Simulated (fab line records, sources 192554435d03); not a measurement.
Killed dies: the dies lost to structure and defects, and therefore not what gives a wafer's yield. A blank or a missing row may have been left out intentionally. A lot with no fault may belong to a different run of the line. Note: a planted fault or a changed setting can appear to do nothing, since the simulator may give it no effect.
Chamber matching :: flow n5Finfet :: N5_BEOL_M0_TRENCH_ETCH_107 on rieDiel-04: 4 sister chambers
The step etches SiOC in C4F6/O2, target depth 32.8 nm, time 16.4 s. 4 wafers are shown with their chamber, then 10 later ones without.

WAFERS PAIRED WITH THEIR CHAMBERS
wafer: L089.4
chamber: 2
drypumpMotorCurrentA (A): 4.7

wafer: L089.6
chamber: 1
drypumpMotorCurrentA (A): 5.4

wafer: L093.2
chamber: 3
drypumpMotorCurrentA (A): 5.5

wafer: L093.4
chamber: 0
drypumpMotorCurrentA (A): 6.2

WAFERS MISSING THEIR CHAMBER
wafer: L093.5
drypumpMotorCurrentA (A): 5.5

wafer: L094.3
drypumpMotorCurrentA (A): 5.3

wafer: L094.4
drypumpMotorCurrentA (A): 5.5

wafer: L094.5
drypumpMotorCurrentA (A): 5.5

wafer: L095.2
drypumpMotorCurrentA (A): 6.1

wafer: L095.3
drypumpMotorCurrentA (A): 5.5

wafer: L095.5
drypumpMotorCurrentA (A): 5.5

wafer: L096.2
drypumpMotorCurrentA (A): 5.4

wafer: L096.4
drypumpMotorCurrentA (A): 4.7

wafer: L096.6
drypumpMotorCurrentA (A): 4.7

WHICH CHAMBER EACH ONE RAN IN
wafer: L093.5
from the rows above: 3
in truth: 3

wafer: L094.3
from the rows above: 1
in truth: 1

wafer: L094.4
from the rows above: 3
in truth: 3

wafer: L094.5
from the rows above: 3
in truth: 3

wafer: L095.2
from the rows above: 0
in truth: 0

wafer: L095.3
from the rows above: 3
in truth: 3

wafer: L095.5
from the rows above: 3
in truth: 3

wafer: L096.2
from the rows above: 1
in truth: 1

wafer: L096.4
from the rows above: 2
in truth: 2

wafer: L096.6
from the rows above: 2
in truth: 2
10 of 10 placed correctly. From these rows, 0 cannot be placed. Number placed wrongly: 0.
How it was worked out, from the rows above alone: a wafer's distance from a chamber is the root of the sum, over the readings, of the square of ((its reading less the chamber's mean) divided by the reading's scatter). If the next closest chamber is less than 2 further off than the closest, the wafer can't be placed; otherwise it belongs to the closest. For every chamber, the mean is computed from those of its wafers that are shown. The scatter (one wafer shown for each chamber): square how far every hidden wafer sits from the nearest shown wafer, average those squares and take the square root.
